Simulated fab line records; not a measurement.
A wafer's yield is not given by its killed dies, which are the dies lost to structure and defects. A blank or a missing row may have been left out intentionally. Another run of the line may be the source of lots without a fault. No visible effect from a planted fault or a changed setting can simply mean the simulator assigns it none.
Chamber matching :: flow nand_harc :: NHARC_P_M1_DEP_33 on pecvd-02 has 3 sister chambers
The step deposits SiCN, target thk 30 nm. 6 wafers are shown with their chamber, then 12 later ones without.

## WAFERS WITH THEIR CHAMBER
wafer: L086.1
chamber: 1
heater_power_w (W): 628
susceptor_temp_C (C): 370.00

wafer: L086.3
chamber: 0
heater_power_w (W): 479
susceptor_temp_C (C): 370.30

wafer: L086.6
chamber: 1
heater_power_w (W): 614
susceptor_temp_C (C): 370.04

wafer: L087.3
chamber: 2
heater_power_w (W): 649
susceptor_temp_C (C): 369.80

wafer: L087.5
chamber: 2
heater_power_w (W): 645
susceptor_temp_C (C): 369.95

wafer: L087.6
chamber: 0
heater_power_w (W): 481
susceptor_temp_C (C): 370.10

## WAFERS WITHOUT THEIR CHAMBER
wafer: L088.1
heater_power_w (W): 443
susceptor_temp_C (C): 370.04

wafer: L088.3
heater_power_w (W): 637
susceptor_temp_C (C): 370.01

wafer: L088.4
heater_power_w (W): 623
susceptor_temp_C (C): 369.94

wafer: L090.2
heater_power_w (W): 618
susceptor_temp_C (C): 369.69

wafer: L090.4
heater_power_w (W): 601
susceptor_temp_C (C): 369.95

wafer: L090.6
heater_power_w (W): 456
susceptor_temp_C (C): 370.24

wafer: L091.2
heater_power_w (W): 660
susceptor_temp_C (C): 369.96

wafer: L091.4
heater_power_w (W): 590
susceptor_temp_C (C): 370.32

wafer: L091.6
heater_power_w (W): 664
susceptor_temp_C (C): 369.80

wafer: L094.4
heater_power_w (W): 604
susceptor_temp_C (C): 370.11

wafer: L094.5
heater_power_w (W): 579
susceptor_temp_C (C): 370.24

wafer: L094.6
heater_power_w (W): 474
susceptor_temp_C (C): 370.17

## THE CHAMBER EACH PASSED THROUGH
wafer: L088.1
from the rows above: 0
in truth: 0

wafer: L088.3
from the rows above: can't be placed: 2 or 1
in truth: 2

wafer: L088.4
from the rows above: 1
in truth: 1

wafer: L090.2
from the rows above: can't be placed: 1 or 2
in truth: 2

wafer: L090.4
from the rows above: 1
in truth: 1

wafer: L090.6
from the rows above: 0
in truth: 0

wafer: L091.2
from the rows above: 2
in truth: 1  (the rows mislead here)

wafer: L091.4
from the rows above: 1
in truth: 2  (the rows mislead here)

wafer: L091.6
from the rows above: 2
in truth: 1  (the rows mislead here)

wafer: L094.4
from the rows above: 1
in truth: 1

wafer: L094.5
from the rows above: 1
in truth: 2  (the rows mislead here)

wafer: L094.6
from the rows above: 0
in truth: 0
Correct placement for 6 of the 12. From these rows, 2 cannot be placed; in 2 the true chamber is one of the candidates. Number placed wrongly: 4.
How it was worked out, from the rows above alone: a wafer's distance from a chamber is the root of the sum, over the readings, of the square of ((its reading less the chamber's mean) divided by the reading's scatter). The wafer belongs to the nearest chamber; if the next one is less than 2 further off, it can't be placed. Each chamber's mean is taken over the wafers shown for it. How the scatter is found: for the shown wafers, subtract from each reading the mean of its chamber, square and add these, divide the total by (wafers less chambers), then take the root.
